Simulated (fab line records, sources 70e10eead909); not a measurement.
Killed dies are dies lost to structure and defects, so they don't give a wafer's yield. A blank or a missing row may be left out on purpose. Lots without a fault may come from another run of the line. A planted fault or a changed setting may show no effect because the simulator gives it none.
Problem report in the 8D (eight disciplines) form, filled by code | flow nand_harc | the parts of the form that need people (team, actions taken, sign-off) are left out

1. THE PROBLEM
time_to_endpoint_s at NHARC_A_CONTACT_CMP_20 reads a mean of 86 s on 2 wafers of 1 lot; wafers without a fault read 59 s with a standard deviation of 3.6. That is +7.4 standard deviations from the usual mean.
The step: polishes, t overpolish 30 s, target thk 300 nm.
First seen on wafer L796.2, day 22 10:01, on cmp-03. The record holds 33 wafers of 11 lots with a number at this step. Rule for "out", or "out of limits": more than 4 standard deviations from the usual mean. The other wafers with a number count as sound.

2. WHAT IT IS AND WHAT IT IS NOT
question                    | is                 | is not
which readings at this step | time_to_endpoint_s | motor_current_A, overpolish_run_s, slurry_filter_dp_kPa
which lots                  | L796               | L775, L776, L777, L778, L780, L783, L784, L785, L787, L788
which wafers of those lots  | L796.2, L796.5     | L796.3
read on which tools         | cmp-03             | cmp-01, cmp-04
when                        | from day 22 10:01  | up to then (31 sound wafers)

3. SUSPECTS, AND WHAT RULES EACH OUT
Counting: a tool at a process step up to the reading stays a suspect if it ran every lot that is out. Sound lots after the first of them don't rule it out here, since some wafers of a struck lot are sound.
- rie_diel-11 at NHARC_A_CONTACT_ETCH_31 (etches the open film in O2/COS, target depth 2000 nm, time 520 s): kept. It ran the lot that is out, L796 (day 22 08:12); its last sound lot up to then is L787 (day 20 04:48). NHARC_A_CONTACT_ETCH_31 gives no start for some lots, so the hours and the order of its lots are those of NHARC_A_CONTACT_ETCH_110.
- rie_diel-01 at NHARC_A_CONTACT_ETCH_110 (etches the open film in CF4/O2, target depth 50 nm, overetch 5 nm, time 27.5 s): kept. It ran the lot that is out, L796 (day 22 08:12); its last sound lot up to then is L780 (day 18 20:27).
- cvd_w-01 at NHARC_A_CONTACT_CVD_19 (deposits W, target thk 300 nm, time 802 s): kept. It ran the lot that is out, L796 (day 22 09:08); its last sound lot up to then is L787 (day 20 09:02).
- cmp-03 at NHARC_A_CONTACT_CMP_20 (polishes, t overpolish 30 s, target thk 300 nm): kept. It ran the lot that is out, L796 (day 22 10:01); its last sound lot up to then is L780 (day 19 04:10). Its own readings are out on those wafers: time_to_endpoint_s.
- Within rie_diel-01 at NHARC_A_CONTACT_ETCH_110: the wafers that are out ran in chambers 0, 1; their sound lot-mates ran in chamber 2.
- Within cmp-03 at NHARC_A_CONTACT_CMP_20: the wafers that are out ran in chambers 2, 3; their sound lot-mates ran in chamber 1.
Left after counting: rie_diel-11 at NHARC_A_CONTACT_ETCH_31, rie_diel-01 at NHARC_A_CONTACT_ETCH_110, cvd_w-01 at NHARC_A_CONTACT_CVD_19, cmp-03 at NHARC_A_CONTACT_CMP_20.

4. THE CAUSE (what the simulator had put in)
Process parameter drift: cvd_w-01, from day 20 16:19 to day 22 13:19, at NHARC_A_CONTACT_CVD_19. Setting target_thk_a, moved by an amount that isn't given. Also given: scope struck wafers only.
Counting left 4 suspects, and this tool is among them.

5. THE CHAIN OF EFFECTS, in route order
Each row: a reading whose mean over the struck wafers that have a number lies more than 3 standard deviations from the usual. Only readings for which the record gives a usual standard deviation are gone through. hours: the time from each lot's start at the first step in this table that gives one to its start at this step, as a median over the lots. sigmas: the change in usual standard deviations.
hours | step                   | reading            | usual | on struck wafers | change | sigmas
0     | NHARC_A_CONTACT_CMP_20 | time_to_endpoint_s | 59 s  | 86               | +26    | +7.4
The process steps in it:
- NHARC_A_CONTACT_CMP_20: polishes, t overpolish 30 s, target thk 300 nm.

6. WHAT WOULD HAVE CAUGHT IT SOONER
In this record the first reading out of limits was taken at day 22 10:01, 42 hours after the fault began at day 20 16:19.
Of the tool readings at NHARC_A_CONTACT_CVD_19 for which the record gives a usual standard deviation, none was out on any struck wafer, so an alarm limit of 4 standard deviations on them would not have fired.
All the lots that are out (1) had begun NHARC_A_CONTACT_CVD_19 on cvd_w-01 by day 22 10:01. A hold on the tool at that time would have spared none of them.
